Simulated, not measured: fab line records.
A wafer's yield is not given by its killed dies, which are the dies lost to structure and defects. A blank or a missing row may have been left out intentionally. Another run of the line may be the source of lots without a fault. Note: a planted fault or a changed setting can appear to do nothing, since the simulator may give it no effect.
Chamber matching -- flow nand-harc -- rie-diel-06 running NHARC_A_CONTACT_ETCH_75: 4 sister chambers
The step etches the open film in CF4, target depth 39 nm, time 65 s. 4 wafers are shown with their chamber, then 12 later ones without.

WAFERS WITH THEIR CHAMBER
wafer,chamber,showerhead-plenum-p-Torr (Torr)
L090.6,2,1.86
L094.2,1,1.73
L094.5,3,1.67
L094.6,0,1.79

WAFERS WHOSE CHAMBER IS MISSING
wafer,showerhead-plenum-p-Torr (Torr)
L092.1,1.85
L092.5,1.73
L092.6,1.85
L096.1,1.85
L096.3,1.67
L096.6,1.85
L095.2,1.85
L095.3,1.73
L095.6,1.67
L097.2,1.73
L097.5,1.78
L097.6,1.73

WHICH CHAMBER EACH WENT THROUGH
wafer,from the rows above,in truth
L092.1,2,2
L092.5,1,1
L092.6,2,2
L096.1,2,2
L096.3,3,3
L096.6,2,2
L095.2,2,2
L095.3,1,1
L095.6,3,3
L097.2,1,1
L097.5,0,0
L097.6,1,1
Placed correctly: 12 of 12. Left unplaced by these rows: 0. 0 placed wrongly.
How it was worked out, from the rows above alone: a wafer's distance from a chamber is the root of the sum, over the readings, of the square of ((its reading less the chamber's mean) divided by the reading's scatter). The wafer belongs to the nearest chamber; if the next one is less than 2 further off, it can't be placed. For every chamber, the mean is computed from those of its wafers that are shown. The scatter (one wafer shown for each chamber): square how far every hidden wafer sits from the nearest shown wafer, average those squares and take the square root.
